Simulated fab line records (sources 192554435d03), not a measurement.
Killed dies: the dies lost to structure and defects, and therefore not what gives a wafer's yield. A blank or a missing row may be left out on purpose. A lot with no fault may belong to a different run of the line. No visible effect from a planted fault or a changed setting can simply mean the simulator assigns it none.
Lot-split experiment | flow n5-finfet | 21 wafers read across 7 lots, on a route 1938 steps long

== ON THE SPLIT ==
At N5_HKMG_FIN_COAT_85 (time 60 s, resist thk 300 nm), the setting spin-rpm was moved away from the recipe's 1500 rpm on 7 of the 21 wafers read, by -9.2% to +5.9%. The other wafers ran this setting at the recipe's value.

The reading is taken at the split's own step.

== THE READING ==
SOC_of_HKMG_FIN_COAT_85.thk-nm (the simulator's own value, which no gauge read), in nm, at N5_HKMG_FIN_COAT_85 (time 60 s, resist thk 300 nm). No usual value for it is given in the file. Here, 14 wafers ran the recipe; their average is 300.4 nm with a standard deviation of 0.66 nm.

wafer  | tool, chamber at the split | spin-rpm as run, rpm | against the recipe | SOC_of_HKMG_FIN_COAT_85.thk-nm, nm | against lot-mates on the recipe
L075.2 | litho-track-05, 0          | 1500                 | recipe             | 300.2                              | -
L075.3 | litho-track-05, 0          | 1392                 | -7.2%              | 312                                | +11.9
L075.5 | litho-track-05, 0          | 1500                 | recipe             | 300                                | -
L077.1 | litho-track-02, 0          | 1500                 | recipe             | 300.6                              | -
L077.2 | litho-track-02, 0          | 1422                 | -5.2%              | 308.8                              | +8.2
L077.3 | litho-track-02, 0          | 1422                 | -5.2%              | 308.2                              | +7.6
L081.3 | litho-track-02, 0          | 1362                 | -9.2%              | 314.4                              | +15.2
L081.5 | litho-track-02, 0          | 1362                 | -9.2%              | 313.6                              | +14.4
L081.6 | litho-track-02, 0          | 1500                 | recipe             | 299.2                              | -
L085.1 | litho-track-01, 0          | 1500                 | recipe             | 300.2                              | -
L085.3 | litho-track-01, 0          | 1500                 | recipe             | 300.8                              | -
L085.4 | litho-track-01, 0          | 1500                 | recipe             | 302                                | -
L090.2 | litho-track-05, 0          | 1500                 | recipe             | 301                                | -
L090.4 | litho-track-05, 0          | 1500                 | recipe             | 300.4                              | -
L090.6 | litho-track-05, 0          | 1500                 | recipe             | 300.4                              | -
L092.1 | litho-track-02, 0          | 1589                 | +5.9%              | 291                                | -8.8
L092.6 | litho-track-02, 0          | 1589                 | +5.9%              | 291                                | -8.8
L092.4 | litho-track-02, 0          | 1500                 | recipe             | 299.8                              | -
L097.1 | litho-track-01, 0          | 1500                 | recipe             | 299.8                              | -
L097.2 | litho-track-01, 0          | 1500                 | recipe             | 301                                | -
L097.3 | litho-track-01, 0          | 1500                 | recipe             | 300.8                              | -

THE FIT
A straight line over all 21 wafers: SOC_of_HKMG_FIN_COAT_85.thk-nm changes by -1.53 nm for each +1% of spin-rpm; r = -0.99; the points scatter about the line by 0.63 nm.
The same after taking each lot's own level away (the mean of its wafers on the recipe; 21 wafers): -1.57 nm for each +1%; r = -1.00; scatter 0.48 nm.
On that fit, the largest move of spin-rpm shifts the reading by 14 nm.
The lots' own levels span 299.20 to 301.00 nm, that is 2.7 times the standard deviation above.
The two slopes are in agreement: the lot-to-lot level therefore moves the slope only a little.
Check: with one of the wafers moved furthest among these (-9.2%) left out of the fit, the line predicts +14.3 nm for it against its lot-mates. Against them it came out at +15.2 nm.

== OTHER SPLITS ON THESE WAFERS ==
Other splits were also applied to these wafers ahead of the reading. Each is held against what the fit with the lots' levels taken away leaves over:
other split on the same wafers     | wafers away from the commonest value | r with SOC_of_HKMG_FIN_COAT_85.thk-nm (lot level and that fit taken away)
N5_DUMMY_GATE_EXPOSE_12 dose-mj    | 9                                    | -0.34
N5_SD_EPI_N_ETCH_45 target-depth-a | 8                                    | +0.11
N5_SD_EPI_N_EPI_21 time-s          | 3                                    | -0.32
N5_SDB_STRIP_22 power-w            | 7                                    | -0.02
N5_SDB_CUT_ETCH_26 bias-w          | as run: not given for these wafers   | -
N5_HKMG_FIN_ETCH_54 source-w       | 3                                    | -0.19
N5_HKMG_FIN_ETCH_55 time-s         | 7                                    | +0.21
N5_HKMG_FIN_DESCUM_17 time-s       | 7                                    | -0.16

== THE FILE'S OWN FIT ==
SOC_of_HKMG_FIN_COAT_85.thk-nm changes by -1.59 nm for each +1% of spin-rpm, r = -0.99.
